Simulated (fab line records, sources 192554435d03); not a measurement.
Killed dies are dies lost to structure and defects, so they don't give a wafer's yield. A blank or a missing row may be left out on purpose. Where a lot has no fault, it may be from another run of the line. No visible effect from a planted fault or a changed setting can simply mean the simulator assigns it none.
Shared-tool check ; flow n5-finfet ; Lots sampled 10, wafers sampled 30

== WHY IT WAS OPENED ==
Flagged at N5_PASSIVATION_CD_MEAS_44: reading cd-nm, on 2 of 10 lots. Fault-free wafers read 40000 nm, with a standard deviation of 3.1.
Rule: flag the lot when none of its wafers has a number, or when each of its wafers that has one lies beyond 4 standard deviations from that mean. The other lots count as sound.

lot;measured;on;cd-nm (nm), wafer by wafer;flag
L392;day 12 13:05;cd-sem-03;39999 40004 40000;
L393;day 12 13:39;cd-sem-03;39998 40002 39999;
L394;day 12 23:59;cd-sem-01;40001 40007 40007;
L395;day 13 06:18;cd-sem-03;40003 40004 39998;
L397;day 13 23:13;cd-sem-03;39999 40002 40002;
L404;day 16 01:19;cd-sem-03;39967 39969 39967;FLAGGED
L401;day 16 01:54;cd-sem-01;39964 39967 39965;FLAGGED
L408;day 16 16:29;cd-sem-02;39994 39996 39997;
L410;day 17 19:37;cd-sem-03;39998 39999 39997;
L413;day 18 03:49;cd-sem-03;40001 40000 40000;
The mean of the flagged lots' numbers is 39966 nm, -34 nm from the usual (-11 standard deviations).

== EACH LOT AND THE TOOL IT RAN ON ==
2 process steps preceding the reading are held in the record, out of 1938 steps in the route. Each cell gives the tool, then ch followed by the chambers the sampled wafers passed through, then the start.
lot;flag;N5_PASSIVATION_ETCH_15;N5_PASSIVATION_EXPOSE_41
L392;;rie-diel-02 ch 0,1,2, day 12 12:55 or earlier;krf-scanner-02 ch 0, day 12 12:55
L393;;rie-diel-03 ch 1,2,3, day 12 13:28 or earlier;krf-scanner-02 ch 0, day 12 13:28
L394;;rie-diel-03 ch 2,3, day 12 23:48 or earlier;krf-scanner-02 ch 0, day 12 23:48
L395;;rie-diel-06 ch 0,1,2, day 13 06:07 or earlier;krf-scanner-02 ch 0, day 13 06:07
L397;;rie-diel-02 ch 0,1,3, day 13 23:02 or earlier;krf-scanner-01 ch 0, day 13 23:02
L404;FLAGGED;rie-diel-03 ch 2,3, day 16 01:08 or earlier;krf-scanner-01 ch 0, day 16 01:08
L401;FLAGGED;rie-diel-02 ch 0,1,2, day 16 01:44 or earlier;krf-scanner-01 ch 0, day 16 01:44
L408;;rie-diel-02 ch 1,2,3, day 16 16:19 or earlier;krf-scanner-02 ch 0, day 16 16:19
L410;;rie-diel-03 ch 0,1, day 17 19:27 or earlier;krf-scanner-02 ch 0, day 17 19:27
L413;;rie-diel-06 ch 0,2,3, day 18 03:39 or earlier;krf-scanner-02 ch 0, day 18 03:39
These steps, and what they do:
- N5_PASSIVATION_ETCH_15: etches SiCN in CF4/N2, target depth 75 nm, time 81.2 s.
- N5_PASSIVATION_EXPOSE_41: exposes mask PASS OPEN, defocus 0 nm, target cd 40000 nm.
- N5_PASSIVATION_CD_MEAS_44: target cd 40000 nm.

== FLAGGED OVER TOTAL, TOOL BY TOOL (the gauges that took the reading come last) ==
step;tool;lots run;flagged;share of the flagged lots;sound lots run after its first flagged lot
N5_PASSIVATION_ETCH_15;rie-diel-02;4;1;some;1 (L408)
N5_PASSIVATION_ETCH_15;rie-diel-03;4;1;some;1 (L410)
N5_PASSIVATION_ETCH_15;rie-diel-06;2;0;none;-
N5_PASSIVATION_EXPOSE_41;krf-scanner-01;3;2;all;0
N5_PASSIVATION_EXPOSE_41;krf-scanner-02;7;0;none;-
N5_PASSIVATION_CD_MEAS_44;cd-sem-01;2;1;some;0
N5_PASSIVATION_CD_MEAS_44;cd-sem-02;1;0;none;-
N5_PASSIVATION_CD_MEAS_44;cd-sem-03;7;1;some;2 (L410,L413)
N5_PASSIVATION_ETCH_15 gives no start for some lots, so the hours and the order of its lots are those of N5_PASSIVATION_EXPOSE_41.

== WHAT THE TABLE ALLOWS ==
1 row of the table ran every flagged lot: krf-scanner-01 at N5_PASSIVATION_EXPOSE_41.
- krf-scanner-01 at N5_PASSIVATION_EXPOSE_41 ran 3 lots, 2 of them flagged. It ran its last sound lot, L397, at day 13 23:02 and its first flagged lot, L404, at day 16 01:08: a fault with its onset between the two fits. Its own readings (exposure-dose-mJ-cm2) fall more than 4 standard deviations out on all wafers of the flagged lots.
krf-scanner-01 at N5_PASSIVATION_EXPOSE_41 is the single tool remaining.

== WHAT WAS PUT IN BY THE SIMULATOR ==
Drift in process parameters on krf-scanner-01 at N5_PASSIVATION_EXPOSE_41, starting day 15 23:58. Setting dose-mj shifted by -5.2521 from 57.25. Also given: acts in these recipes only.
Shown lots that were struck: L404, L401. The rule above found the same.
